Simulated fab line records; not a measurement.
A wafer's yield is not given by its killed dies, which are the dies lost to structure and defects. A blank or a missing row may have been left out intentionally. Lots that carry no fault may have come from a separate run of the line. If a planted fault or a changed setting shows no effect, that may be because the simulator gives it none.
Struck lot and sound lot, side by side / flow n5 finfet / 36 out of 1938 route steps
Sound: wafers L664.1, L664.2, L664.6. Struck: wafers L676.3, L676.4, L676.6. The cause is named last.
Each step with rows lists, per side, the tool, then ch with its chambers, then its first start. Under that, the readings that differ: sound wafers / struck wafers / difference of the means / sigmas: that difference in standard deviations of wafers without a fault.
alike: words and numbers the same on both sides, and readings whose means are apart by under 2 such deviations; not compared: readings that were withheld, readings missing a value for some wafer, numbers with overlapping values and no deviation given by the record, and bounds like >300 which may hide the same value.
Wherever a step has rows on one side only, a row that says differs or no value, or a row with sigmas, the two part there. When numbers do not overlap yet have no deviation, they are printed without sigmas and do not part them. Lack of a reading on every wafer of one side parts them only where that side has two or more wafers.

first, 9 steps without rows for these wafers: N5_WELL_APT_COAT_19 (resist thk 950 nm); N5_WELL_APT_EBR_21; N5_WELL_APT_SOFTBAKE_20 (time 60 s); N5_WELL_APT_EXPOSE_22 (exposes mask PWELL, defocus 0 nm, target cd 200 nm); N5_WELL_APT_PEB_23 (peb time 90 s); N5_WELL_APT_DEVELOP_24 (develop time 45 s); N5_WELL_APT_HARDBAKE_29 (time 120 s); N5_WELL_APT_DESCUM_30 (chemistry O2, time 7.9 s); N5_WELL_APT_IMPLANT_31.
N5_WELL_APT_IMPLANT_32:
  sound on implanter-02 ch 0, day 3 03:13; struck on implanter-02 ch 0, day 6 03:37
reading=beam energy keV; sound=50.030 50.022 49.988; struck=72.301 72.305 72.322; difference=+22.296; sigmas=+99 or more
reading=model.implant.rp nm (nm); sound=36.19 36.19 36.19; struck=52.22 52.22 52.22; difference=+16.03; sigmas=
reading=model.implant.drp nm (nm); sound=18.55 18.55 18.55; struck=24.36 24.36 24.36; difference=+5.81; sigmas=
  alike: end station pressure torr
then, 25 steps without rows for these wafers: N5_WELL_APT_STRIP_33 (strips in SPM, time 900 s); N5_WELL_APT_RTA_34 (time 10 s); N5_WELL_APT_OXIDE_STRIP_42 (strips SiO2 in dHF, time 45 s, target depth 12 nm); N5_WELL_APT_PRECLEAN_36 (cleans in O3/DIW, time 45 s); N5_WELL_APT_PRECLEAN_39 (cleans in dHF, time 60 s); N5_WELL_APT_SRD_37 (time 30 s); N5_WELL_APT_EPI_41 (deposits Si from SiH4/H2, target thk 50 nm, time 297.7 s); N5_PMOS_HMC_CHANNEL_EPI_HM_DEP_34 (deposits SiO2 from TEOS/O2, target thk 36 nm, time 6.9 s); N5_PMOS_HMC_CHANNEL_EPI_COAT_31 (time 60 s, resist thk 66 nm); N5_PMOS_HMC_CHANNEL_EPI_COAT_03 (resist thk 205 nm); N5_PMOS_HMC_CHANNEL_EPI_EBR_05; N5_PMOS_HMC_CHANNEL_EPI_SOFTBAKE_04 (time 60 s); N5_PMOS_HMC_CHANNEL_EPI_EXPOSE_06 (exposes mask PMOS HMC BLK, target cd 240 nm); N5_PMOS_HMC_CHANNEL_EPI_PEB_07 (peb time 60 s); N5_PMOS_HMC_CHANNEL_EPI_DEVELOP_08 (develop time 30 s); N5_PMOS_HMC_CHANNEL_EPI_DESCUM_14 (chemistry O2, time 7.9 s); N5_PMOS_HMC_CHANNEL_EPI_ETCH_32 (etches BARC in N2/H2, stops on SiO2, target depth 85.8 nm, time 50.3 s); N5_PMOS_HMC_CHANNEL_EPI_HM_OPEN_15 (chemistry CHF3/O2, target SiO2, target depth 40.6 nm, time 20.3 s); N5_PMOS_HMC_CHANNEL_EPI_STRIP_33 (strips in N2/H2); N5_PMOS_HMC_CHANNEL_EPI_STRIP_17 (strips in SPM, time 750 s); N5_PMOS_HMC_CHANNEL_EPI_ETCH_38 (etches SiO2 in CF4, target depth 1.5 nm); N5_PMOS_HMC_CHANNEL_EPI_FIN_RECESS_16 (chemistry HBr/Cl2, target Si, target depth 54 nm, time 18 s); N5_PMOS_HMC_CHANNEL_EPI_PRECLEAN_36 (cleans in O3/DIW, time 45 s); N5_PMOS_HMC_CHANNEL_EPI_PRECLEAN_18 (cleans in DHF, time 30 s); N5_PMOS_HMC_CHANNEL_EPI_SRD_19 (time 30 s).
-- a jump in the record: the struck wafers' starts before and after are 11 days apart (it breaks off in module PMOS_HMC_CHANNEL_EPI and resumes in module BEOL_M4, where the first step shown is number 1111 of the route) --
N5_BEOL_M4_RC_MEAS_101:
  sound on prober-01 ch 0, day 11 16:53; struck on prober-02 ch 0, day 17 01:40
reading=CJ_N; sound=4.41 4.49 4.37; struck=3.26 3.25 3.21; difference=-1.18; sigmas=-12
reading=RS_PWELL (ohm/sq); sound=3031 3009 2995; struck=2714 2706 2691; difference=-308; sigmas=-12
reading=SS_N (mV/dec); sound=70.9 71.1 71.6; struck=72.7 72.4 72.7; difference=+1.4; sigmas=+3
  alike: DIBL_N, DIBL_P, IOFF_N, IOFF_P, ION_N, ION_P, SS_P, VT_N, VT_P

== WHERE THEY PART ==
First at N5_WELL_APT_IMPLANT_32; last, within this record, at N5_BEOL_M4_RC_MEAS_101.

WHY: the cause the simulator had injected
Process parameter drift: implanter-02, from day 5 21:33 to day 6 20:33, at N5_WELL_APT_IMPLANT_32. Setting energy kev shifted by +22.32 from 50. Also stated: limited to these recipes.
